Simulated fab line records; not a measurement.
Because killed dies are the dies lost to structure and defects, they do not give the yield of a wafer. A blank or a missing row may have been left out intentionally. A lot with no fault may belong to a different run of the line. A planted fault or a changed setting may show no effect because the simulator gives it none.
Split-lot trial -- flow n5Finfet -- route with 1938 steps; 7 lots, 21 wafers read

== ABOUT THE SPLIT ==
At N5_SD_EPI_N_EPI_21 (deposits Si:P, time 690 s), the setting timeS was moved away from the recipe's 690 s on 3 of the 21 wafers read, by +13.3% to +18.6%. The other wafers ran this setting at the recipe's value.

== FROM THE SPLIT TO THE READING: what the file shows between them, 6 steps ==
- N5_SD_EPI_N_EPI_MEAS_23
- N5_SD_EPI_N_PRECLEAN_24: cleans in O3/DIW, time 60 s
- N5_SD_EPI_N_PRECLEAN_49: cleans in NF3:NH3, afs cycles 1, time 20 s, sublimation time 60 s (also split here: tempC)
- N5_SD_EPI_N_LINER_46: material SiNx, target thk 3 nm
- N5_SD_ACTIVATION_RTA_00: time 0 s
- N5_SD_ACTIVATION_LSA_01: time 0.0008 s

== THE READING ==
RS_SD_N, in ohm/sq, at N5_SD_ACTIVATION_RS_MEAS_03 (measures by four-point-probe). A value of 22.0 ohm/sq with a standard deviation of 0.31 ohm/sq is what fault-free wafers of this fab line usually give.

wafer,"tool, chamber at the split","timeS as run, s",against the recipe,"RS_SD_N, ohm/sq",against lot-mates on the recipe
L076.1,"epiRpcvd-01, 0",690,recipe,21.6,-
L076.3,"epiRpcvd-01, 0",690,recipe,21.9,-
L076.5,"epiRpcvd-01, 0",690,recipe,22.0,-
L077.1,"epiRpcvd-03, 0",690,recipe,21.8,-
L077.2,"epiRpcvd-03, 0",690,recipe,22.0,-
L077.4,"epiRpcvd-03, 0",818.3,+18.6%,19.5,-2.4
L081.2,"epiRpcvd-01, 0",690,recipe,22.4,-
L081.3,"epiRpcvd-01, 0",690,recipe,22.4,-
L081.5,"epiRpcvd-01, 0",690,recipe,22.4,-
L086.4,"epiRpcvd-02, 0",690,recipe,22.0,-
L086.5,"epiRpcvd-02, 0",690,recipe,22.2,-
L086.6,"epiRpcvd-02, 0",690,recipe,21.9,-
L092.1,"epiRpcvd-02, 0",690,recipe,22.5,-
L092.3,"epiRpcvd-02, 0",690,recipe,22.2,-
L092.6,"epiRpcvd-02, 0",690,recipe,22.3,-
L094.1,"epiRpcvd-02, 0",690,recipe,21.9,-
L094.5,"epiRpcvd-02, 0",690,recipe,22.2,-
L094.6,"epiRpcvd-02, 0",690,recipe,22.2,-
L096.1,"epiRpcvd-03, 0",781.5,+13.3%,20.2,-1.7
L096.5,"epiRpcvd-03, 0",781.5,+13.3%,20.0,-1.9
L096.6,"epiRpcvd-03, 0",690,recipe,21.9,-

FIT RESULTS
A straight line over all 21 wafers: RS_SD_N changes by -0.145 ohm/sq for each +1% of timeS; r = -0.96; the points scatter about the line by 0.24 ohm/sq.
The same after taking each lot's own level away (the mean of its wafers on the recipe; 21 wafers): -0.132 ohm/sq for each +1%; r = -0.99; scatter 0.12 ohm/sq.
According to that fit, moving timeS by its largest amount changes the reading by 2.5 ohm/sq.
From 21.83 to 22.40 ohm/sq: that is the span of the lots' own levels, equal to 1.8 times the standard deviation above.
The two slopes are in agreement: the lot-to-lot level therefore moves the slope only a little.
Check: -2.52 ohm/sq against its lot-mates is what the line predicts for one of the wafers moved furthest among these (+18.6%) when that wafer is left out of the fit. Against them it came out at -2.4 ohm/sq.

== THESE WAFERS: OTHER SPLITS ==
Before the reading, these wafers also passed through other splits. Each is held against what the fit with the lots' levels taken away leaves over:
other split on the same wafers,wafers away from the commonest value,r with RS_SD_N (lot level and that fit taken away)
N5_SD_EPI_N_PEB_07 pebTempC,4,-0.10
N5_SD_EPI_N_PRECLEAN_49 tempC,6,-0.10

== THE WHOLE CHAIN: every reading that the file lists as answering this split, in the file's order ==
step,what it does,reading,change (the file's fit),r (the file's)
N5_SD_EPI_N_EPI_21,"deposits Si:P, time 690 s","Si-P_of_SD_EPI_N_EPI_21.thkNm (the simulator's own value, which no gauge read)",+0.396 nm for each +1% of the setting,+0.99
N5_SD_EPI_N_EPI_MEAS_23,,thkNm,withheld for each +1% of the setting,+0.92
N5_SD_EPI_N_PRECLEAN_24,"cleans in O3/DIW, time 60 s","Si-P_of_SD_EPI_N_EPI_21.thkNm (the simulator's own value, which no gauge read)",+0.393 nm for each +1% of the setting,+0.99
N5_SD_ACTIVATION_RS_MEAS_03,measures by four-point-probe,RS_SD_N,-0.132 for each +1% of the setting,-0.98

== FILE'S OWN FIT ==
RS_SD_N changes by -0.132 ohm/sq for each +1% of timeS, r = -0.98.
